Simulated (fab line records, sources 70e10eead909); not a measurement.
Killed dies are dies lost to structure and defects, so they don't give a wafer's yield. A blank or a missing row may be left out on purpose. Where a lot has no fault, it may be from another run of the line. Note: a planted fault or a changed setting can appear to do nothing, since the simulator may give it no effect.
The tool behind it: which one?	flow nand_harc	19 wafers from 7 lots sampled at 2 of the route's 1302 steps

== WHAT EACH GAUGE READ, for each wafer ==
NHARC_A_ONON_D2_THK_MEAS_02: measures by ellipsometry.
lot	measured	on	thk_nm (nm)
L688	day 13 11:25	film_metro-02	606 1034
L691	day 14 07:46	film_metro-02	566 993
L698	day 17 08:22	film_metro-01	997 1000 997
L704	day 19 17:45	film_metro-01	1015 1017 1014
L703	day 19 17:56	film_metro-01	993 993 994
L706	day 20 19:46	film_metro-02	987 987 985
L708	day 21 17:22	film_metro-01	1021 1020 1023

== WHICH TOOL RAN EACH LOT (tool, then ch and the chambers of the sampled wafers, then the start) ==
lot	NHARC_A_ONON_D2_DEP_00
L688	pecvd_onon-02 ch 0, day 13 10:58
L691	pecvd_onon-02 ch 0, day 14 07:19
L698	pecvd_onon-02 ch 0, day 17 07:58
L704	pecvd_onon-02 ch 0, day 19 17:15
L703	pecvd_onon-04 ch 0, day 19 17:32
L706	pecvd_onon-04 ch 0, day 20 19:19
L708	pecvd_onon-02 ch 0, day 21 16:51
- NHARC_A_ONON_D2_DEP_00: target thk 1000 nm.

== THE ANSWER, worked out from the rows above alone ==
Rule: usual is defined by the lots themselves. The widest of any qualifying gaps counts: lots, ordered by their means at a reading, are off when they make up no more than a third of the lots, leave a main group of 4 or more, and stand apart from it by 3 or more times the standard deviation of that group's means. The tables above print the reading to a certain number of digits; a main group whose means all agree to those digits is not used. Also off: a lot with no number at a reading for which 4 or more lots have one. All remaining lots with rows at the step are treated as sound.
Off: L688, L691, at NHARC_A_ONON_D2_THK_MEAS_02 (thk_nm). The main group: mean 1003 nm, standard deviation 13.
A tool fits if, at a process step before that reading, it ran every lot that is off, and no sound lot after the first of them. Those tools and the gauges at NHARC_A_ONON_D2_THK_MEAS_02 are tried in the same way. None of those tried fits.

== WHAT HAD BEEN PUT IN BY THE SIMULATOR ==
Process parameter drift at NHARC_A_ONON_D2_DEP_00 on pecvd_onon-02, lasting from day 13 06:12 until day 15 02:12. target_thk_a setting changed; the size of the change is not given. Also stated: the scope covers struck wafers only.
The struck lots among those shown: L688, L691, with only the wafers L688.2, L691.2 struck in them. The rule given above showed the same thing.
